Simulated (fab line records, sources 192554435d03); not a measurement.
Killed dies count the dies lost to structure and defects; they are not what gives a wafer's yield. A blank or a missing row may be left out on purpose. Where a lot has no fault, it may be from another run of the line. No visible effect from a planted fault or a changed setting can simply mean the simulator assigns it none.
fab line records + flow n5-finfet
record:
- lots: 4
- wafers: 12
- last-day: 17
route steps=1938 shown BEOL_M1@799 BEOL_M4@1111 PASSIVATION@1936
lots with no fault: from the same line, run without faults
start-h: hours from the record's first day to the start of the lot's first wafer shown + wait-h: how many hours have passed since the lot's step before this one + " repeats the value in the row above + L1.1+2: a row that stands for several wafers + - no value present, or no start provided + * or withheld: withheld + < > ~ a bound
route shown NAME@n: NAME is a module with steps in the file, n the number in the route of the first one + usual: average and standard deviation across the fault-free wafers + same: alike in all rows + chamber/n: place in a boat + sites: each site's reading + _std_site: the values' standard deviation + _edge_site: the outer-site mean with the inner-site mean subtracted + radius-mm: how far each site lies from the wafer's centre + mask NAME#n: copy n + behind: the most recent tool/chamber to have shaped the wafer + hold: cause of the lot's hold/its duration in hours/its outcome + device: the transistor (n, p or np) that didn't switch + end of line: at the end of the route, the tests of the same wafers + a step with no rows: only its recipe + killed: dies that structure and defects cost at the first sort, which is not the same as the wafer's yield + map: dies across one wafer; x = killed, . = not, _ = none there
set.NAME: the setting the step ran with; set.NAME@STEP: the setting that earlier step ran with + model.NAME: the simulator's own value behind a step, which no gauge read
lots seen at some steps along the route; tables by step, rows by wafer
services: a tool's chamber out of use, with start hour (start-h, from the record's first day; less than 0 if before it), hours out, and reason
== steps ==
step: N5_BEOL_M1_STRIP_36
recipe:
- chemistry: N2/H2
- power-w: 450
- temp-c: 40
- pressure-mtorr: 20
- rf-frequency-hz: 6e+07
- overash-fraction: 0.3
- bias-power-w: 7
- h2-frac: 0.5
- n2-flow-sccm: 200
- h2-flow-sccm: 200
step: N5_BEOL_M1_TRENCH_ETCH_37
recipe:
- chemistry: C4F6/O2
- target-depth-a: 552.07
- target: SiOC
- time-s: 29
- ion-energy-ev: 250
- pressure-mtorr: 30
- source-w: 355
- bias-w: 185
- Ar_flow_sccm: 300
- C4F6_flow_sccm: 10
- O2_flow_sccm: 10
step: N5_BEOL_M1_ETCH_41
recipe:
- chemistry: CH3F/O2
- target: SiCN
- target-depth-a: 319
- taper-deg: 2
- time-s: 57.8
- ion-energy-ev: 120
- mask-material: TiN
- pressure-mtorr: 30
- source-w: 395
- bias-w: 75
- Ar_flow_sccm: 150
- CH3F_flow_sccm: 30
- O2_flow_sccm: 20
step: N5_BEOL_M1_STRIP_97
recipe:
- chemistry: N2/H2
- time-s: 10
- power-w: 450
- temp-c: 40
- pressure-mtorr: 20
- rf-frequency-hz: 6e+07
- bias-power-w: 7
- n2-flow-sccm: 200
- h2-flow-sccm: 200
step: N5_BEOL_M1_HM_STRIP_39
recipe:
- chemistry: peroxide-tin-strip
- material: TiN
- target-depth-a: 250
- temp-c: 50
- time-s: 158
step: N5_BEOL_M1_SRD_40
recipe:
- time-s: 30
- temp-c: 23
- rinse-liquid: diw
- dry: ipa-marangoni
step: N5_BEOL_M1_PRECLEAN_42
recipe:
- chemistry: residue-remover
- time-s: 60
- temp-c: 40
step: N5_BEOL_M1_SRD_43
recipe:
- time-s: 30
- temp-c: 23
- rinse-liquid: diw
- dry: ipa-marangoni
step: N5_BEOL_M1_DEGAS_44
recipe:
- ambient: vacuum
- temp-c: 250
- time-s: 60
step: N5_BEOL_M1_PRE_CLEAN_45
recipe:
- gas: H2/He
- time-s: 30
- temp-c: 250
step: N5_BEOL_M1_ALD_84
recipe:
- material: TaN
- target-thk-a: *
- temp-c: 275
- ald-precursor-family: PDMAT
- ald-co-reactant: NH3
- pressure-torr: 3
- carrier-flow-sccm: 1500
- pulse-time-s: 2
- purge-time-s: 3
- co-reactant-purge-time-s: 2
- co-reactant-pulse-time-s: 3
- ald-cycles: 30
- precursor-vessel-temp-c: 75
- precursor-vessel-pressure-torr: 26.25
- precursor-vessel-carrier-sccm: 1000
usual:
- heater-power-w: 415/36
| lot.wafer | tool         | chamber | start-h | wait-h | heater-power-w | since-wet-clean-h |
|-----------|--------------|---------|---------|--------|----------------|-------------------|
| L446.1    | ald-metal-03 | 3       | 167.38  | 0.1    | 390            | 4446              |
| L446.3    | "            | 1       | "       | "      | 396            | 4446              |
| L446.5    | "            | 2       | "       | "      | 476            | -                 |
| L447.3    | ald-metal-03 | 2       | 173.40  | 0.0    | 466            | 4452              |
| L447.4    | "            | 0       | "       | "      | 440            | 4452              |
| L447.6    | "            | 3       | "       | "      | 407            | -                 |
| L448.3    | ald-metal-03 | 2       | 182.42  | 0.1    | 475            | 4461              |
| L448.4    | "            | 0       | "       | "      | 432            | 4461              |
| L448.6    | "            | 0       | "       | "      | 451            | -                 |
| L458.2    | ald-metal-02 | 2       | 234.61  | 0.0    | 417            | 1436              |
| L458.3    | "            | 3       | "       | "      | 414            | 1436              |
| L458.6    | "            | 3       | "       | "      | 420            | -                 |
step: N5_BEOL_M1_SURFACE_TREAT_85
recipe:
- gas: Ar
- time-s: *
- ion-energy-ev: *
- ion-current-ma-cm2: 0.5
- pressure-mtorr: *
- ar-flow-sccm: 30
step: N5_BEOL_M1_CVD_47
recipe:
- material: Co
- target-thk-a: 30
- temp-c: withheld
- precursor: CCTBA/H2
- pressure-torr: 30
- time-s: 223.8
step: N5_BEOL_M1_SPUTTER_48
recipe:
- material: Cu
- target-thk-a: 45
- temp-c: -20
- chamber-pressure-pa: 0.07
- power-w: withheld
- time-s: 8.29
step: N5_BEOL_M1_ANNEAL_49
recipe:
- temp-c: 400
- time-s: 240
- ambient: vacuum
step: N5_BEOL_M1_SPUTTER_79
recipe:
- material: Cu
- target-thk-a: 45
- temp-c: -20
- chamber-pressure-pa: 0.07
- power-w: withheld
- time-s: 8.29
step: N5_BEOL_M1_ANNEAL_80
recipe:
- temp-c: 400
- time-s: 240
- ambient: vacuum
step: N5_BEOL_M1_SPUTTER_81
recipe:
- material: Cu
- target-thk-a: 45
- temp-c: -20
- chamber-pressure-pa: 0.07
- power-w: withheld
- time-s: 8.29
step: N5_BEOL_M1_ANNEAL_82
recipe:
- temp-c: 400
- time-s: 240
- ambient: vacuum
step: N5_BEOL_M1_SPUTTER_86
recipe:
- material: Cu
- target-thk-a: 45
- temp-c: -20
- chamber-pressure-pa: 0.07
- power-w: withheld
- time-s: 8.29
step: N5_BEOL_M1_ANNEAL_87
recipe:
- temp-c: 400
- time-s: 240
- ambient: vacuum
step: N5_BEOL_M1_SPUTTER_88
recipe:
- material: Cu
- target-thk-a: 45
- temp-c: -20
- chamber-pressure-pa: 0.07
- power-w: withheld
- time-s: 8.29
step: N5_BEOL_M1_ANNEAL_89
recipe:
- temp-c: 400
- time-s: 240
- ambient: vacuum
step: N5_BEOL_M1_SPUTTER_90
recipe:
- material: Cu
- target-thk-a: 45
- temp-c: -20
- chamber-pressure-pa: 0.07
- power-w: withheld
- time-s: 8.29
step: N5_BEOL_M1_ANNEAL_91
recipe:
- temp-c: 400
- time-s: 240
- ambient: vacuum
step: N5_BEOL_M1_SPUTTER_92
recipe:
- material: Cu
- target-thk-a: 45
- temp-c: -20
- chamber-pressure-pa: 0.07
- power-w: withheld
- time-s: 8.29
step: N5_BEOL_M1_ANNEAL_93
recipe:
- temp-c: 400
- time-s: 240
- ambient: vacuum
step: N5_BEOL_M1_SPUTTER_94
recipe:
- material: Cu
- target-thk-a: 45
- temp-c: -20
- chamber-pressure-pa: 0.07
- power-w: withheld
- time-s: 8.29
step: N5_BEOL_M1_ANNEAL_95
recipe:
- temp-c: 400
- time-s: 240
- ambient: vacuum
step: N5_BEOL_M1_SPUTTER_96
recipe:
- material: Cu
- target-thk-a: 45
- temp-c: -20
- chamber-pressure-pa: 0.07
- power-w: withheld
- time-s: 8.29
step: N5_BEOL_M1_ECD_50
recipe:
- material: Cu
- target-thk-a: 3000
step: N5_BEOL_M1_ANNEAL_51
recipe:
- temp-c: 225
- time-s: 90
- ambient: N2
step: N5_BEOL_M1_CMP_52
recipe:
- stop-on: SiOC
- t-overpolish-s: 6.8
- down-force-psi: 1
- platen-rpm: 50
- clearing-platen-down-force-psi: 1.5
- clearing-platen-rpm: 50
- post-cmp-clean: cu-alkaline
- target-thk-nm: 40
- clearing-platen-pad-velocity-m-s: 0.99484
- pad-velocity-m-s: 0.99484
step: N5_BEOL_M1_PRE_CLEAN_60
recipe:
- gas: NH3/H2
- time-s: 15
- temp-c: *
- rf-power-w: 300
step: N5_BEOL_M1_CO_CAP_55
recipe:
- material: Co
- target-thk-a: 20
- temp-c: 200
- precursor: CCTBA/H2
- pressure-torr: 30
- time-s: 102.1
step: N5_BEOL_M1_PRE_CLEAN_56
recipe:
- gas: NH3
- time-s: 15
- temp-c: withheld
- rf-power-w: 300
step: N5_BEOL_M1_DEP_57
recipe:
- material: SiCN
- target-thk-a: 80
- temp-c: withheld
- precursor: 3MS/NH3
- pressure-torr: 3
- rf-w: 202
- time-s: 14
step: N5_BEOL_M4_RC_MEAS_101
usual:
- COMB_M1_max_site: 7.9e-11/1.8e-11
- DIBL_N: 36.3/1.2
- DIBL_P: 36.3/1.4
- IOFF_N: 0.157/0.02
- IOFF_P: 0.22/0.033
- ION_N: 675/9.6
- ION_P: 465/8.2
- SS_N: 71.4/0.45
- SS_P: 73.3/0.54
- VT_N: 249.8/2.5
- VT_P: -249/3.2
| lot.wafer | tool      | chamber | start-h | wait-h | COMB_M1_max_site[S/m] | DIBL_N[mV/V] | DIBL_P[mV/V] | IOFF_N[nA/um] | IOFF_P[nA/um] | ION_N[uA/um] | ION_P[uA/um] | SS_N[mV/dec] | SS_P[mV/dec] | VT_N[mV] | VT_P[mV] |
|-----------|-----------|---------|---------|--------|-----------------------|--------------|--------------|---------------|---------------|--------------|--------------|--------------|--------------|----------|----------|
| L446.1    | prober-02 | 0       | 231.35  | 0.0    | 6.5e-11               | 36.4         | 36.1         | 0.146         | 0.20          | 672          | 464          | 71.4         | 73.2         | 250.4    | -252     |
| L446.3    | "         | 0       | "       | "      | 7e-11                 | 36.2         | 36.4         | 0.148         | 0.20          | 671          | 460          | 72.2         | 73.5         | 251.3    | -251     |
| L446.5    | "         | 0       | "       | "      | 7.2e-11               | 35.3         | 35.2         | 0.132         | 0.19          | 666          | 464          | 71.2         | 72.3         | 252.5    | -252     |
| L448.3    | prober-02 | 0       | 234.80  | 0.3    | 4.03e-10              | 36.7         | 36.4         | 0.158         | 0.19          | 680          | 459          | 71.3         | 73.7         | 247.9    | -250     |
| L448.4    | "         | 0       | "       | "      | 8.3e-11               | 36.7         | 35.6         | 0.156         | 0.19          | 676          | 457          | 71.0         | 73.4         | 248.9    | -249     |
| L448.6    | "         | 0       | "       | "      | 6.2e-11               | 38.6         | 38.6         | 0.194         | 0.23          | 673          | 459          | 72.3         | 73.2         | 244.4    | -249     |
| L447.3    | prober-01 | 0       | 235.18  | 0.3    | 3.71e-10              | 36.7         | 36.2         | 0.146         | 0.19          | 670          | 451          | 70.4         | 73.0         | 251.1    | -256     |
| L447.4    | "         | 0       | "       | "      | 8.4e-11               | 37.0         | 36.5         | 0.146         | 0.20          | 669          | 463          | 71.2         | 73.4         | 251.2    | -251     |
| L447.6    | "         | 0       | "       | "      | 6.8e-11               | 35.5         | 35.0         | 0.124         | 0.17          | 661          | 453          | 71.1         | 73.2         | 254.5    | -253     |
| L458.2    | prober-02 | 0       | 299.80  | 0.2    | 9.3e-11               | 35.6         | 35.0         | 0.152         | 0.24          | 682          | 470          | 71.9         | 73.4         | 249.8    | -247     |
| L458.3    | "         | 0       | "       | "      | 5.9e-11               | 35.3         | 34.9         | 0.155         | 0.23          | 689          | 475          | 71.9         | 73.4         | 249.4    | -248     |
| L458.6    | "         | 0       | "       | "      | 8.5e-11               | 35.7         | 35.2         | 0.159         | 0.25          | 676          | 467          | 71.7         | 73.3         | 250.6    | -246     |
step: N5_PASSIVATION_PROBE_49
usual:
- defect-limited-yield: 91.1/1.4
- killed_at_M0_to_M3: 33/10
- killed_at_M4_up: 15/5.8
- killed-at-contacts: 13/5.9
- killed-at-front-end: 39/11
- killed-at-other: 4/3.6
- killed-dies: 105/16
- killed-on-rim: 13/3.7
- killed-open: 68/11
- killed-short: 34/7.8
- sort_bin_4_leakage: 0/0
- sort_bin_5_function: 5.2/0.88
- sort_bin_6_memory: 3.3/0.61
- sort-n-pass: 1075/16
- sort-yield-pct: 91.1/1.4
same:
- gross-dies: 1180
- killed-at-back-side: 0
- sort_bin_8_speed[%]: 0
| lot.wafer | tool      | chamber | start-h | wait-h | defect-limited-yield[%] | killed_at_M0_to_M3 | killed_at_M4_up | killed-at-contacts | killed-at-front-end | killed-at-other | killed-dies | killed-on-rim | killed-open | killed-short | sort_bin_4_leakage[%] | sort_bin_5_function[%] | sort_bin_6_memory[%] | sort-n-pass | sort-yield-pct[%] |
|-----------|-----------|---------|---------|--------|-------------------------|--------------------|-----------------|--------------------|---------------------|-----------------|-------------|---------------|-------------|--------------|-----------------------|------------------------|----------------------|-------------|-------------------|
| L446.1    | prober-01 | -       | 340.65  | 0.0    | 90.0                    | 27                 | 15              | 27                 | 44                  | 5               | 118         | 16            | 83          | 34           | 0                     | 6.7                    | 2.9                  | 1062        | 90.0              |
| L446.3    | prober-01 | -       | 340.75  | 0.1    | 91.3                    | 11                 | 9               | 18                 | 63                  | 2               | 103         | 15            | 73          | 27           | 0                     | 5.0                    | 3.6                  | 1077        | 91.3              |
| L446.5    | prober-01 | -       | 340.85  | 0.2    | 90.3                    | 30                 | 17              | 20                 | 40                  | 7               | 114         | 13            | 75          | 38           | 0                     | 5.8                    | 3.3                  | 1066        | 90.3              |
| L447.3    | prober-01 | -       | 345.53  | 0.1    | 89.5                    | 71                 | 19              | 9                  | 24                  | 1               | 124         | 24            | 65          | 29           | 2.54                  | 4.3                    | 3.4                  | 1056        | 89.5              |
| L447.4    | prober-01 | -       | 345.58  | 0.2    | 91.7                    | 23                 | 23              | 6                  | 41                  | 5               | 98          | 4             | 63          | 34           | 0                     | 4.7                    | 3.5                  | 1082        | 91.7              |
| L447.6    | prober-01 | -       | 345.68  | 0.3    | 90.6                    | 44                 | 18              | 8                  | 39                  | 2               | 111         | 14            | 69          | 39           | 0                     | 5.1                    | 4.0                  | 1069        | 90.6              |
| L448.3    | prober-01 | -       | 347.50  | 0.1    | 87.3                    | 73                 | 7               | 22                 | 48                  | 0               | 150         | 33            | 77          | 32           | 3.14                  | 5.2                    | 4.1                  | 1030        | 87.3              |
| L448.4    | prober-01 | -       | 347.55  | 0.2    | 89.1                    | 59                 | 6               | 7                  | 55                  | 2               | 129         | 15            | 69          | 54           | 0                     | 5.4                    | 4.2                  | 1051        | 89.1              |
| L448.6    | prober-01 | -       | 347.65  | 0.3    | 90.1                    | 36                 | 7               | 18                 | 50                  | 6               | 117         | 12            | 80          | 34           | 0                     | 5.3                    | 4.1                  | 1063        | 90.1              |
| L458.2    | prober-01 | -       | 406.66  | 0.1    | 90.5                    | 37                 | 14              | 18                 | 38                  | 5               | 112         | 18            | 68          | 43           | 0                     | 5.2                    | 4.0                  | 1068        | 90.5              |
| L458.3    | prober-01 | -       | 406.71  | 0.1    | 91.1                    | 35                 | 15              | 21                 | 32                  | 2               | 105         | 14            | 66          | 36           | 0                     | 4.7                    | 3.8                  | 1075        | 91.1              |
| L458.6    | prober-01 | -       | 406.86  | 0.3    | 89.4                    | 52                 | 12              | 17                 | 42                  | 2               | 125         | 16            | 77          | 47           | 0                     | 6.3                    | 3.5                  | 1055        | 89.4              |
killed by level:class
L446.1 MOL_CONTACT_COAG:geometric-particle:open=20 FIN_SAQP:geometric-particle:open=16 STI_FIN_REVEAL:geometric-particle:open=8 FIN_SAQP:geometric-particle:short=7 BEOL_M5:geometric-particle:open=7 MOL_CONTACT_COAG:geometric-particle:short=7 BEOL_M0_SAQP:geometric-particle:open=6 BEOL_M3:geometric-particle:open=5
L446.3 STI_FIN_REVEAL:geometric-particle:open=16 MOL_CONTACT_COAG:geometric-particle:open=14 FIN_SAQP:geometric-particle:open=13 FIN_SAQP:geometric-particle:short=7 ILD0:geometric-particle:short=4 ILD0:geometric-particle:open=4 GATE_CUT:geometric-particle:short=4 GATE_CUT:geometric-particle:open=4
L446.5 MOL_CONTACT_COAG:geometric-particle:open=13 FIN_SAQP:geometric-particle:open=9 BEOL_M1:geometric-particle:open=9 BEOL_M2:geometric-particle:open=7 MOL_CONTACT_COAG:geometric-particle:short=6 FIN_SAQP:geometric-particle:short=5 DUMMY_GATE:geometric-particle:open=5 BEOL_M5:geometric-particle:short=5
L447.3 M1:area-ald=30 BEOL_M2:geometric-particle:open=17 BEOL_M0_SAQP:geometric-particle:open=8 MOL_CONTACT_COAG:geometric-particle:open=7 BEOL_M4:geometric-particle:open=7 BEOL_M2:geometric-particle:short=5 BEOL_M3:geometric-particle:open=5 FIN_SAQP:geometric-particle:open=4
L447.4 STI_FIN_REVEAL:geometric-particle:open=12 BEOL_M4:geometric-particle:open=12 GATE_CUT:geometric-particle:short=7 MOL_CONTACT_COAG:geometric-particle:open=6 BEOL_M0_SAQP:geometric-particle:short=6 FIN_SAQP:geometric-particle:short=4 DUMMY_GATE:geometric-particle:open=4 BEOL_M1:geometric-particle:short=4
L447.6 BEOL_M2:geometric-particle:open=13 FIN_SAQP:geometric-particle:short=8 BEOL_M4:geometric-particle:open=7 FIN_SAQP:geometric-particle:open=6 BEOL_M0_SAQP:geometric-particle:open=6 BEOL_M1:geometric-particle:open=6 BEOL_M3:geometric-particle:open=6 MOL_CONTACT_COAG:geometric-particle:open=5
L448.3 M1:area-ald=37 MOL_CONTACT_COAG:geometric-particle:open=18 STI_FIN_REVEAL:geometric-particle:open=15 BEOL_M0_SAQP:geometric-particle:open=15 FIN_SAQP:geometric-particle:short=8 GATE_CUT:geometric-particle:short=6 BEOL_M3:geometric-particle:open=5 STI_FIN_REVEAL:geometric-particle:short=4
L448.4 GATE_CUT:geometric-particle:short=18 BEOL_M0_SAQP:geometric-particle:open=16 BEOL_M0_SAQP:geometric-particle:short=13 STI_FIN_REVEAL:geometric-particle:open=10 BEOL_M1:geometric-particle:open=10 FIN_SAQP:geometric-particle:short=9 FIN_SAQP:geometric-particle:open=7 BEOL_M3:geometric-particle:open=7
L448.6 MOL_CONTACT_COAG:geometric-particle:open=16 STI_FIN_REVEAL:geometric-particle:open=12 BEOL_M3:geometric-particle:open=9 BEOL_M0_SAQP:geometric-particle:short=8 FIN_SAQP:geometric-particle:open=7 BEOL_M0_SAQP:geometric-particle:open=7 DUMMY_GATE:geometric-particle:open=6 FIN_SAQP:geometric-particle:short=5
L458.2 MOL_CONTACT_COAG:geometric-particle:open=12 BEOL_M0_SAQP:geometric-particle:open=12 FIN_SAQP:geometric-particle:short=11 BEOL_M0_SAQP:geometric-particle:short=10 FIN_SAQP:geometric-particle:open=8 BEOL_M4:geometric-particle:open=8 BEOL_M3:geometric-particle:open=6 MOL_CONTACT_COAG:geometric-particle:short=6
L458.3 MOL_CONTACT_COAG:geometric-particle:open=17 BEOL_M0_SAQP:geometric-particle:open=12 BEOL_M0_SAQP:geometric-particle:short=11 BEOL_M4:geometric-particle:open=10 FIN_SAQP:geometric-particle:short=9 FIN_SAQP:geometric-particle:open=6 MOL_CONTACT_COAG:geometric-particle:short=4 BEOL_M2:geometric-particle:open=4
L458.6 MOL_CONTACT_COAG:geometric-particle:open=15 BEOL_M0_SAQP:geometric-particle:open=13 BEOL_M3:geometric-particle:open=12 BEOL_M0_SAQP:geometric-particle:short=11 FIN_SAQP:geometric-particle:short=9 DUMMY_GATE:geometric-particle:open=6 BEOL_M1:geometric-particle:open=6 BEOL_M4:geometric-particle:open=6
map L447.3 (x killed, . not)
_________________.x..........________________
______________..........x......._____________
___________....x.........x..x..x...__________
__________.....x.x..x...x...x......._________
________xx....x...........x.......x..._______
_______.xx...............xx......x.....______
______x..x..........xx....x............._____
_____.....x..........x...........x...xx..____
____.x.x.................................x___
___............x..x.x......................__
___...........xx..x........................__
__.x...x...................................._
__...................x....x................x_
_...........................x...x............
_.x...................................x......
_.......x........x........................x.x
_...x...x.......................x...x......xx
_.....x..x..................................x
_...........x.....x...x......x........xxxxxx.
_.x.xx..........x..........................x.
_x.x.x.......x......x.......x................
__........x.....x......x................x..._
__..x..x...................................._
___....x.............x.....................__
___....x.............x..x..................__
____.x................x...................___
_____x......x....x...x..x................____
______.x..x...................x........._____
_______..................x..x.........x______
________..x...x...x............x.x...._______
__________............x............x_________
___________..x.x.xx.x.....x.......x__________
______________............x....._____________
_________________..x..x......________________
map L448.3 (x killed, . not)
_________________....x..x....________________
______________......x.......xxxx_____________
___________....x..x............x..x__________
__________..x..x...x....x.....x.x..x_________
________.x.x...x...x.......x..x.....xx_______
_______x..x......x..........x..x.......______
______.x.x...x...x........x...x......x.._____
_____..x.x..x.....x.....x....x...........____
____x.....................xx...........x..___
___........xx...x.............x.......x...x__
___..............................xx........__
__..............x.x.................x....xx._
__x....................x.......x............_
_.....x........x.....xx..............x....x..
_.x......x....x.................x............
_.....x.x.x.x..x................x.x........x.
_.................................x......x...
_...........x...........................x.x.x
_....x............x.....x........x...x.....x.
_x..........x...x.................x.x.x..x...
_...x..........................x.............
__........x................................._
__x...........x............x................_
___.....x....................x.....x.......__
___..xx.........x..........................__
____.x.....xx........x.x.............x.x..___
_____...............................x..x.____
______.x.............x....x..x.........._____
_______.x.......x......x.............xx______
________x............x....x.x....x...x_______
__________...x.........x..........x._________
___________xx.............x..x.....__________
______________....xxx..x.x......_____________
_________________......x.....________________
== services ==
| tool         | chamber | start-h | hours | kind |
|--------------|---------|---------|-------|------|
| ald-metal-03 | -       | 230.14  | 8.7   | pm   |
== key ==
first-sign:
- step: N5_BEOL_M4_RC_MEAS_101
- reading: COMB_M1_max_site
- direction: up
- sigmas: 17
- usual: 7.9e-11
- struck: 3.87e-10
effect:
- step: N5_PASSIVATION_PROBE_49
- reading: sort_bin_4_leakage
- direction: up
- sigmas: 34
- usual: 0
- struck: 2.84
more-kills-born-at:
- N5_BEOL_M1_ALD_84@ald-metal-03: 67
met-at N5_BEOL_M1_ALD_84
struck-wafers L447.3,L448.3
onset-between 167.38 173.40
fault:
- kind: site-profile-drift
- tool: ald-metal-03
- chamber: 2
- onset-h: 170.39
- steps: N5_BEOL_M1_ALD_84
- basis: fraction
- max-abs-drift: 0.40055
- slope-share-per-hr: 89.012
- site-pattern: 0,0,0,0,0,-1,-1,-1,-1
